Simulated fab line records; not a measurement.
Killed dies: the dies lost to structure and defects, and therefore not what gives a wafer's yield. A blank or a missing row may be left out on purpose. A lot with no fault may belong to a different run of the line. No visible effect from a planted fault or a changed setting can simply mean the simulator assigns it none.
Split-lot trial || flow n5Finfet || 39 wafers read across 7 lots, on a route 1938 steps long

== ABOUT THE SPLIT ==
At N5_BEOL_M13_ILD_DEP_00 (deposits SiOC from DEMS/O2, target thk 837.92 nm, time 166.4 s), the setting timeS was moved away from the recipe's 166.4 s on 9 of the 39 wafers read, by -52.3% to +29.3%. For the rest of the wafers, this setting stayed at what the recipe calls for.

Split to reading: the file shows no intervening step.

== THE READING ==
M13_ILD_THK, in nm, at N5_BEOL_M13_THK_MEAS_01. Typical for fault-free wafers on this fab line: 836 nm, with standard deviation 11 nm.

{"wafer": "L075.1", "tool, chamber at the split": "pecvd-03, 0", "timeS as run, s": 166.4, "against the recipe": "recipe", "M13_ILD_THK, nm": 825, "against lot-mates on the recipe": "-"}
{"wafer": "L075.2", "tool, chamber at the split": "pecvd-03, 1", "timeS as run, s": 166.4, "against the recipe": "recipe", "M13_ILD_THK, nm": 836, "against lot-mates on the recipe": "-"}
{"wafer": "L075.3", "tool, chamber at the split": "pecvd-03, 2", "timeS as run, s": 166.4, "against the recipe": "recipe", "M13_ILD_THK, nm": 822, "against lot-mates on the recipe": "-"}
{"wafer": "L075.4", "tool, chamber at the split": "pecvd-03, 0", "timeS as run, s": 79.43, "against the recipe": "-52.3%", "M13_ILD_THK, nm": 403, "against lot-mates on the recipe": -425}
{"wafer": "L075.5", "tool, chamber at the split": "pecvd-03, 1", "timeS as run, s": 79.43, "against the recipe": "-52.3%", "M13_ILD_THK, nm": 400, "against lot-mates on the recipe": -428}
{"wafer": "L075.6", "tool, chamber at the split": "pecvd-03, 2", "timeS as run, s": 79.43, "against the recipe": "-52.3%", "M13_ILD_THK, nm": 394, "against lot-mates on the recipe": -434}
{"wafer": "L081.1", "tool, chamber at the split": "pecvd-04, 2", "timeS as run, s": 166.4, "against the recipe": "recipe", "M13_ILD_THK, nm": 837, "against lot-mates on the recipe": "-"}
{"wafer": "L081.2", "tool, chamber at the split": "pecvd-04, 0", "timeS as run, s": 215.1, "against the recipe": "+29.3%", "M13_ILD_THK, nm": 1070, "against lot-mates on the recipe": "+224"}
{"wafer": "L081.3", "tool, chamber at the split": "pecvd-04, 1", "timeS as run, s": 215.1, "against the recipe": "+29.3%", "M13_ILD_THK, nm": 1081, "against lot-mates on the recipe": "+235"}
{"wafer": "L081.4", "tool, chamber at the split": "pecvd-04, 1", "timeS as run, s": 215.1, "against the recipe": "+29.3%", "M13_ILD_THK, nm": 1098, "against lot-mates on the recipe": "+252"}
{"wafer": "L081.5", "tool, chamber at the split": "pecvd-04, 2", "timeS as run, s": 166.4, "against the recipe": "recipe", "M13_ILD_THK, nm": 855, "against lot-mates on the recipe": "-"}
{"wafer": "L081.6", "tool, chamber at the split": "pecvd-04, 0", "timeS as run, s": 166.4, "against the recipe": "recipe", "M13_ILD_THK, nm": 847, "against lot-mates on the recipe": "-"}
{"wafer": "L084.1", "tool, chamber at the split": "pecvd-04, 0", "timeS as run, s": 166.4, "against the recipe": "recipe", "M13_ILD_THK, nm": 817, "against lot-mates on the recipe": "-"}
{"wafer": "L084.2", "tool, chamber at the split": "pecvd-04, 2", "timeS as run, s": 166.4, "against the recipe": "recipe", "M13_ILD_THK, nm": 819, "against lot-mates on the recipe": "-"}
{"wafer": "L084.3", "tool, chamber at the split": "pecvd-04, 2", "timeS as run, s": 166.4, "against the recipe": "recipe", "M13_ILD_THK, nm": 838, "against lot-mates on the recipe": "-"}
{"wafer": "L084.4", "tool, chamber at the split": "pecvd-04, 0", "timeS as run, s": 166.4, "against the recipe": "recipe", "M13_ILD_THK, nm": 832, "against lot-mates on the recipe": "-"}
{"wafer": "L084.5", "tool, chamber at the split": "pecvd-04, 0", "timeS as run, s": 166.4, "against the recipe": "recipe", "M13_ILD_THK, nm": 829, "against lot-mates on the recipe": "-"}
{"wafer": "L084.6", "tool, chamber at the split": "pecvd-04, 2", "timeS as run, s": 166.4, "against the recipe": "recipe", "M13_ILD_THK, nm": 835, "against lot-mates on the recipe": "-"}
{"wafer": "L086.1", "tool, chamber at the split": "pecvd-02, 0", "timeS as run, s": 166.4, "against the recipe": "recipe", "M13_ILD_THK, nm": 845, "against lot-mates on the recipe": "-"}
{"wafer": "L086.2", "tool, chamber at the split": "pecvd-02, 2", "timeS as run, s": 166.4, "against the recipe": "recipe", "M13_ILD_THK, nm": 837, "against lot-mates on the recipe": "-"}
{"wafer": "L086.3", "tool, chamber at the split": "pecvd-02, 1", "timeS as run, s": 166.4, "against the recipe": "recipe", "M13_ILD_THK, nm": 849, "against lot-mates on the recipe": "-"}
{"wafer": "L086.4", "tool, chamber at the split": "pecvd-02, 2", "timeS as run, s": 166.4, "against the recipe": "recipe", "M13_ILD_THK, nm": 845, "against lot-mates on the recipe": "-"}
{"wafer": "L086.5", "tool, chamber at the split": "pecvd-02, 0", "timeS as run, s": 166.4, "against the recipe": "recipe", "M13_ILD_THK, nm": 845, "against lot-mates on the recipe": "-"}
{"wafer": "L086.6", "tool, chamber at the split": "pecvd-02, 1", "timeS as run, s": 166.4, "against the recipe": "recipe", "M13_ILD_THK, nm": 853, "against lot-mates on the recipe": "-"}
{"wafer": "L090.1", "tool, chamber at the split": "pecvd-04, 1", "timeS as run, s": 166.4, "against the recipe": "recipe", "M13_ILD_THK, nm": 827, "against lot-mates on the recipe": "-"}
{"wafer": "L090.2", "tool, chamber at the split": "pecvd-04, 0", "timeS as run, s": 166.4, "against the recipe": "recipe", "M13_ILD_THK, nm": 824, "against lot-mates on the recipe": "-"}
{"wafer": "L090.3", "tool, chamber at the split": "pecvd-04, 2", "timeS as run, s": 166.4, "against the recipe": "recipe", "M13_ILD_THK, nm": 833, "against lot-mates on the recipe": "-"}
{"wafer": "L090.4", "tool, chamber at the split": "pecvd-04, 0", "timeS as run, s": 166.4, "against the recipe": "recipe", "M13_ILD_THK, nm": 830, "against lot-mates on the recipe": "-"}
{"wafer": "L090.5", "tool, chamber at the split": "pecvd-04, 2", "timeS as run, s": 166.4, "against the recipe": "recipe", "M13_ILD_THK, nm": 837, "against lot-mates on the recipe": "-"}
{"wafer": "L090.6", "tool, chamber at the split": "pecvd-04, 1", "timeS as run, s": 166.4, "against the recipe": "recipe", "M13_ILD_THK, nm": 837, "against lot-mates on the recipe": "-"}
{"wafer": "L092.1", "tool, chamber at the split": "pecvd-02, 1", "timeS as run, s": 166.4, "against the recipe": "recipe", "M13_ILD_THK, nm": 825, "against lot-mates on the recipe": "-"}
{"wafer": "L092.2", "tool, chamber at the split": "pecvd-02, 2", "timeS as run, s": 120.1, "against the recipe": "-27.8%", "M13_ILD_THK, nm": 591, "against lot-mates on the recipe": -237}
{"wafer": "L092.3", "tool, chamber at the split": "pecvd-02, 0", "timeS as run, s": 166.4, "against the recipe": "recipe", "M13_ILD_THK, nm": 820, "against lot-mates on the recipe": "-"}
{"wafer": "L092.4", "tool, chamber at the split": "pecvd-02, 0", "timeS as run, s": 120.1, "against the recipe": "-27.8%", "M13_ILD_THK, nm": 599, "against lot-mates on the recipe": -229}
{"wafer": "L092.5", "tool, chamber at the split": "pecvd-02, 1", "timeS as run, s": 166.4, "against the recipe": "recipe", "M13_ILD_THK, nm": 839, "against lot-mates on the recipe": "-"}
{"wafer": "L092.6", "tool, chamber at the split": "pecvd-02, 2", "timeS as run, s": 120.1, "against the recipe": "-27.8%", "M13_ILD_THK, nm": 593, "against lot-mates on the recipe": -235}
{"wafer": "L096.1", "tool, chamber at the split": "pecvd-04, 2", "timeS as run, s": 166.4, "against the recipe": "recipe", "M13_ILD_THK, nm": 822, "against lot-mates on the recipe": "-"}
{"wafer": "L096.3", "tool, chamber at the split": "pecvd-04, 0", "timeS as run, s": 166.4, "against the recipe": "recipe", "M13_ILD_THK, nm": 832, "against lot-mates on the recipe": "-"}
{"wafer": "L096.6", "tool, chamber at the split": "pecvd-04, 1", "timeS as run, s": 166.4, "against the recipe": "recipe", "M13_ILD_THK, nm": 836, "against lot-mates on the recipe": "-"}

THE FIT
A straight line over all 39 wafers: M13_ILD_THK changes by +8.41 nm for each +1% of timeS; r = +1.00; the points scatter about the line by 9.9 nm.
The same after taking each lot's own level away (the mean of its wafers on the recipe; 39 wafers): +8.21 nm for each +1%; r = +1.00; scatter 7 nm.
That fit puts the effect of the largest move of timeS on the reading at 4.3e+02 nm.
From 827.7 to 846.3 nm: that is the span of the lots' own levels, equal to 1.7 times the standard deviation above.
The two slopes are in agreement: the lot-to-lot level therefore moves the slope only a little.
Check: for one of the wafers moved furthest among these (-52.3%), held out of the fit, the line's prediction against its lot-mates is -431 nm. Against them it came out at -425 nm.

== OTHER SPLITS ON THESE WAFERS ==
Before the reading, these wafers also passed through other splits. Each is held against what the fit with the lots' levels taken away leaves over:
{"other split on the same wafers": "N5_BEOL_M11_TRENCH_ETCH_37 timeS", "wafers away from the commonest value": 15, "r with M13_ILD_THK (lot level and that fit taken away)": "+0.00"}

== THE WHOLE CHAIN: every reading that the file lists as answering this split, in the file's order ==
{"step": "N5_BEOL_M13_ILD_DEP_00", "what it does": "deposits SiOC from DEMS/O2, target thk 837.92 nm, time 166.4 s", "reading": "SiOC_of_BEOL_M13_ILD_DEP_00.thkNm (the simulator's own value, which no gauge read)", "change (the file's fit)": "+8.21 nm for each +1% of the setting", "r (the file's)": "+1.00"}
{"step": "N5_BEOL_M13_THK_MEAS_01", "what it does": "", "reading": "M13_ILD_THK", "change (the file's fit)": "+8.22 for each +1% of the setting", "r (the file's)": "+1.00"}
{"step": "N5_BEOL_M13_VIA_ETCH_16", "what it does": "etches SiOC in C4F8/O2/Ar, target depth 921.7 nm", "reading": "etch.depthNm (the simulator's own value, which no gauge read)", "change (the file's fit)": "+8.21 nm for each +1% of the setting", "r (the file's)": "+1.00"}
{"step": "N5_BEOL_M13_VIA_ETCH_16", "what it does": "etches SiOC in C4F8/O2/Ar, target depth 921.7 nm", "reading": "coat_of_BEOL_M13_COAT_04.thkNm (the simulator's own value, which no gauge read)", "change (the file's fit)": "-2.4 nm for each +1% of the setting", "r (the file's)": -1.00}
{"step": "N5_BEOL_M13_STRIP_63", "what it does": "strips in N2/H2", "reading": "oesProductAu", "change (the file's fit)": "not straight: 0.782 at the lowest setting, 0.673 at the recipe, 0.261 at the highest", "r (the file's)": "not given"}
{"step": "N5_BEOL_M13_STRIP_63", "what it does": "strips in N2/H2", "reading": "stripTimeToEndpointS", "change (the file's fit)": "not straight: withheld at the lowest setting, withheld at the recipe, withheld at the highest", "r (the file's)": "not given"}

== FILE'S OWN FIT ==
M13_ILD_THK changes by +8.22 nm for each +1% of timeS, r = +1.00.
